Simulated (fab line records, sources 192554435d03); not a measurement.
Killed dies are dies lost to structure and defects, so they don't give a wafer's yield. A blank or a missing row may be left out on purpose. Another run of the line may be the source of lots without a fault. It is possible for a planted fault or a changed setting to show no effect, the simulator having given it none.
Chamber matching	flow n5Finfet	N5_FIN_SAQP_STRIP_70 on rieDiel-02 has 4 sister chambers
The step strips in N2/H2. 16 wafers are shown with their chamber, then 8 later ones without.

== WAFERS WITH THEIR CHAMBER ==
wafer	chamber	showerheadPlenumPTorr (Torr)	throttleValvePct (%)	oesProductAu (a.u.)
L081.1	0	3.23	18.63	0.73
L081.2	2	3.55	19.23	0.85
L081.4	1	3.51	18.84	0.76
L084.4	0	3.22	18.63	0.74
L084.5	3	3.24	19.03	0.80
L084.6	2	3.55	19.22	0.84
L085.1	0	3.22	18.65	0.74
L085.2	2	3.55	19.22	0.84
L085.6	1	3.50	18.85	0.77
L086.3	2	3.55	19.23	0.84
L086.5	3	3.24	19.06	0.80
L086.6	2	3.55	19.23	0.84
L092.1	1	3.49	18.88	0.74
L092.2	3	3.24	19.07	0.79
L092.5	3	3.24	19.06	0.79
L094.1	0	3.21	18.67	0.72

SIGNATURES, as means of the wafers listed above
reading	chamber 0	chamber 1	chamber 2	chamber 3	scatter within a chamber
showerheadPlenumPTorr	3.2200	3.5000	3.5500	3.2400	0.00577
throttleValvePct	18.6450	18.8567	19.2260	19.0550	0.0158
oesProductAu	0.7325	0.7567	0.8420	0.7950	0.00876
Rule: a wafer's distance from a chamber is the root of the sum, over the readings, of the square of ((its reading less the chamber's mean) divided by the reading's scatter). The wafer belongs to the nearest chamber; if the next one is less than 2 further off, it can't be placed. The scatter is the square root of a quotient: the sum, over the shown wafers, of each reading's squared deviation from its chamber's mean, divided by wafers minus chambers.

== WAFERS WITHOUT THEIR CHAMBER ==
wafer	showerheadPlenumPTorr (Torr)	throttleValvePct (%)	oesProductAu (a.u.)
L094.5	3.54	19.24	0.81
L094.6	3.23	19.07	0.78
L096.3	3.49	18.88	0.74
L096.4	3.21	18.67	0.72
L096.6	3.23	19.09	0.78
L097.3	3.54	19.29	0.82
L097.4	3.21	18.68	0.72
L097.5	3.49	18.89	0.75

== THE CHAMBER EACH PASSED THROUGH ==
wafer	from the rows above	in truth
L094.5	2	2
L094.6	3	3
L096.3	1	1
L096.4	0	0
L096.6	3	3
L097.3	2	2
L097.4	0	0
L097.5	1	1
8 of 8 placed correctly. Left unplaced by these rows: 0. Placed wrongly: 0.
